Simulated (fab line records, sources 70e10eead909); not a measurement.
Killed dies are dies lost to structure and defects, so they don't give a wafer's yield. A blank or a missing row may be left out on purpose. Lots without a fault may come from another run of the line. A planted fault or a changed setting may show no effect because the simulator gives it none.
A struck lot beside a sound one | flow nand_harc | 14 steps out of a route of 1302
Sound: wafers L119.1, L119.3, L119.6. Struck: wafer L116.2. (L116.1, L116.5 of the same lot were not struck and are left out.) The cause comes at the end.
At each step with rows: each side's tool, then ch and its chambers, then its first start. Under that, the readings that differ: sound wafers | struck wafers | difference of the means | sigmas: that difference in standard deviations of wafers without a fault.
alike: readings whose means differ by less than 2 such deviations, and words and numbers that are the same on both sides. not compared: withheld readings, readings that some wafer has no value for, bounds like >300 that may hide the same value, and numbers for which the record gives no deviation and whose values overlap.
The two part at a step that has a row with sigmas, a row that says differs or no value, or rows on one side only. Numbers that don't overlap but have no deviation are shown without sigmas and don't part them. A reading that every wafer of one side lacks parts them only if that side has two wafers or more.

NHARC_A_CONTACT_ETCH_112: etches the open film in C4F8/O2/Ar, time 190 s, target depth 1850 nm.
  sound on har_cap_etch-02 ch 0,1, day 27 04:40; struck on har_cap_etch-01 ch 0, day 26 04:58
  alike: chamber_pressure_mTorr
  not compared: rf_hours_counter_h, run_length_s
NHARC_A_CONTACT_ETCH_113: etches the open film in C4F8/O2/Ar, time 190 s, target depth 1850 nm.
  sound on har_cap_etch-02 ch 0,1, day 27 04:50; struck on har_cap_etch-01 ch 0, day 26 05:11
  alike: chamber_pressure_mTorr
  not compared: rf_hours_counter_h, run_length_s
then, 3 steps without rows for these wafers: NHARC_A_CONTACT_ETCH_114 (etches the open film in C4F8/O2/Ar, time 190 s, target depth 1850 nm); NHARC_A_CONTACT_ETCH_115 (etches the open film in C4F8/O2/Ar, time 190 s, target depth 1850 nm); NHARC_A_CONTACT_ETCH_116 (etches the open film in C4F8/O2/Ar, time 190 s, target depth 1850 nm).
NHARC_A_CONTACT_ETCH_117: etches the open film in C4F8/O2/Ar, time 190 s, target depth 1850 nm.
  sound on har_cap_etch-02 ch 0,1, day 27 05:30; struck on har_cap_etch-01 ch 0, day 26 06:05
  alike: chamber_pressure_mTorr
  not compared: rf_hours_counter_h, run_length_s
NHARC_A_CONTACT_ETCH_118: etches the open film in C4F8/O2/Ar, time 190 s, target depth 1850 nm.
  sound on har_cap_etch-02 ch 0,1, day 27 05:40; struck on har_cap_etch-01 ch 0, day 26 06:19
  alike: chamber_pressure_mTorr
  not compared: rf_hours_counter_h, run_length_s
then, 5 steps without rows for these wafers: NHARC_A_CONTACT_ETCH_119 (etches the open film in C4F8/O2/Ar, time 190 s, target depth 1850 nm); NHARC_A_CONTACT_ETCH_120 (etches the open film in C4F8/O2/Ar, time 190 s, target depth 1850 nm); NHARC_A_CONTACT_ETCH_121 (etches the open film in C4F8/O2/Ar, time 190 s, target depth 1850 nm); NHARC_A_CONTACT_ETCH_122 (etches the open film in C4F8/O2/Ar, time 190 s, target depth 1850 nm); NHARC_A_CONTACT_ETCH_123 (etches the open film in C4F8/O2/Ar, time 490 s, target depth 2110 nm).
NHARC_A_CONTACT_ETCH_90: etches the open film in CH3F/O2, target depth 40 nm, time 85.7 s.
  sound on rie_diel-02 ch 0,1,2, day 27 07:30; struck on rie_diel-11 ch 0, day 26 08:36
  reading          | sound             | struck | difference | sigmas
  run_length_s (s) | 106.8 106.7 106.7 | 74.0   | -32.7      | -88
  alike: chamber_pressure_mTorr, drypump_motor_current_A, oes_product_au, rf_vpp_V, showerhead_plenum_p_Torr, throttle_valve_pct
  not compared: bias_w, rf_hours_counter_h
NHARC_A_CONTACT_ETCH_96: etches the open film in C4F6/O2, target depth 20 nm, time 10 s.
  sound on rie_diel-02 ch 0,1,2; struck on rie_diel-11 ch 0, day 26 08:44
  reading    | sound             | struck | difference | sigmas
  bias_w (W) | 499.8 503.2 502.5 | 497.1  | -4.7       | -3
  alike: c4f6_flow_sccm, chamber_pressure_mTorr, drypump_motor_current_A, oes_product_au, rf_vpp_V, run_length_s, showerhead_plenum_p_Torr, throttle_valve_pct
  not compared: rf_hours_counter_h

WHERE THEY PART
First at NHARC_A_CONTACT_ETCH_90; last, within this record, at NHARC_A_CONTACT_ETCH_96.

WHY: what the simulator had put in
Process parameter drift: rie_diel-11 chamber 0, from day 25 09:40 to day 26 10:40, at NHARC_A_CONTACT_ETCH_90. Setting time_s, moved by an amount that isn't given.
